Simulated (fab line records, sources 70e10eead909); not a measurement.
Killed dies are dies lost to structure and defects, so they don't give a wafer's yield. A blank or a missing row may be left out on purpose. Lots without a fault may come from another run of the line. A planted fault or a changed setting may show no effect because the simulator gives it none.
Chamber matching | flow nand_harc | NHARC_A_STAIRCASE_DESCUM_312 on rie_diel-01: 4 sister chambers
The step chemistry O2, time 3 s. 4 wafers are shown with their chamber, then 10 later ones without.

WAFERS WITH THEIR CHAMBER
wafer  | chamber | drypump_motor_current_A (A)
L088.3 | 1       | 4.8
L088.5 | 0       | 6.3
L090.1 | 2       | 5.3
L090.2 | 3       | 5.6

WAFERS WITHOUT THEIR CHAMBER
wafer  | drypump_motor_current_A (A)
L090.3 | 4.8
L093.3 | 5.6
L093.5 | 4.8
L093.6 | 5.3
L095.1 | 4.8
L095.4 | 5.6
L095.5 | 6.3
L096.4 | 5.3
L096.5 | 4.8
L096.6 | 5.2

WHICH CHAMBER EACH WENT THROUGH
wafer  | from the rows above | in truth
L090.3 | 1                   | 1
L093.3 | 3                   | 3
L093.5 | 1                   | 1
L093.6 | 2                   | 2
L095.1 | 1                   | 1
L095.4 | 3                   | 3
L095.5 | 0                   | 0
L096.4 | 2                   | 2
L096.5 | 1                   | 1
L096.6 | 2                   | 2
Placed correctly: 10 of 10. Can't be placed from these rows: 0. Placed wrongly: 0.
How it was worked out, from the rows above alone: a wafer's distance from a chamber is the root of the sum, over the readings, of the square of ((its reading less the chamber's mean) divided by the reading's scatter). The wafer belongs to the nearest chamber; if the next one is less than 2 further off, it can't be placed. A chamber's mean is the mean of its shown wafers. The scatter: with one shown wafer a chamber, the root of the mean of the squares of how far each hidden wafer lies from its nearest shown one.
